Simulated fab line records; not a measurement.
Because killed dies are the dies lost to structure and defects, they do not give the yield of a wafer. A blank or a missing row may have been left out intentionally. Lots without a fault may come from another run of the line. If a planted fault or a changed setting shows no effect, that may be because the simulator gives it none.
Matching of chambers ; flow n5 finfet ; 4 sister chambers for N5_HKMG_FIN_ETCH_31 on rie diel-02
The step etches SiARC in CF4, target depth 45.5 nm, time 75.8 s. 20 wafers are shown with their chamber, then 10 later ones without.

EACH WAFER AND ITS CHAMBER
wafer;chamber;drypump motor current A (A);showerhead plenum p Torr (Torr);throttle valve pct (%)
L075.3;2;6.5;2.05;15.40
L075.4;3;6.8;2.26;15.53
L075.6;2;6.5;2.05;15.41
L077.2;2;6.5;2.05;15.41
L077.3;0;5.3;2.28;15.55
L077.6;3;6.8;2.25;15.52
L080.1;0;5.3;2.28;15.55
L080.5;2;6.4;2.05;15.46
L080.6;3;6.8;2.25;15.57
L081.2;1;5.6;2.10;15.17
L081.5;1;5.6;2.10;15.17
L081.6;0;5.3;2.28;15.58
L083.1;3;6.8;2.25;15.56
L083.4;0;5.3;2.28;15.57
L083.5;2;6.5;2.05;15.45
L085.1;1;5.6;2.10;15.18
L085.4;0;5.3;2.28;15.59
L085.5;0;5.3;2.28;15.57
L087.1;0;5.3;2.28;15.58
L087.2;2;6.5;2.04;15.47

SIGNATURES, as means of the wafers listed above
reading;chamber 0;chamber 1;chamber 2;chamber 3;scatter within a chamber
drypump motor current A;5.300;5.600;6.483;6.800;0.0228
showerhead plenum p Torr;2.2800;2.1000;2.0483;2.2525;0.00315
throttle valve pct;15.5700;15.1733;15.4333;15.5450;0.0219
Rule: for a wafer and a chamber, the distance is found by dividing, reading by reading, the gap between the wafer's reading and the chamber's mean by the reading's scatter, squaring, summing and taking the root. The wafer belongs to the nearest chamber; if the next one is less than 2 further off, it can't be placed. The scatter: take each reading less its chamber's mean, square it, sum over the shown wafers, divide by the number of wafers less the number of chambers, and take the root.

WAFERS MISSING THEIR CHAMBER
wafer;drypump motor current A (A);showerhead plenum p Torr (Torr);throttle valve pct (%)
L087.3;6.8;2.25;15.58
L086.3;5.3;2.28;15.58
L086.4;6.8;2.24;15.59
L086.5;5.6;2.10;15.19
L091.2;6.5;2.04;15.46
L091.3;5.3;2.27;15.59
L091.4;6.8;2.24;15.59
L092.2;6.5;2.04;15.50
L092.5;6.8;2.24;15.62
L092.6;5.3;2.27;15.61

CHAMBER TAKEN BY EACH
wafer;from the rows above;in truth
L087.3;3;3
L086.3;0;0
L086.4;3;3
L086.5;1;1
L091.2;2;2
L091.3;0;0
L091.4;3;3
L092.2;2;2
L092.5;3;3
L092.6;0;0
Placed correctly: 10 of 10. Can't be placed from these rows: 0. Placed wrongly: 0.
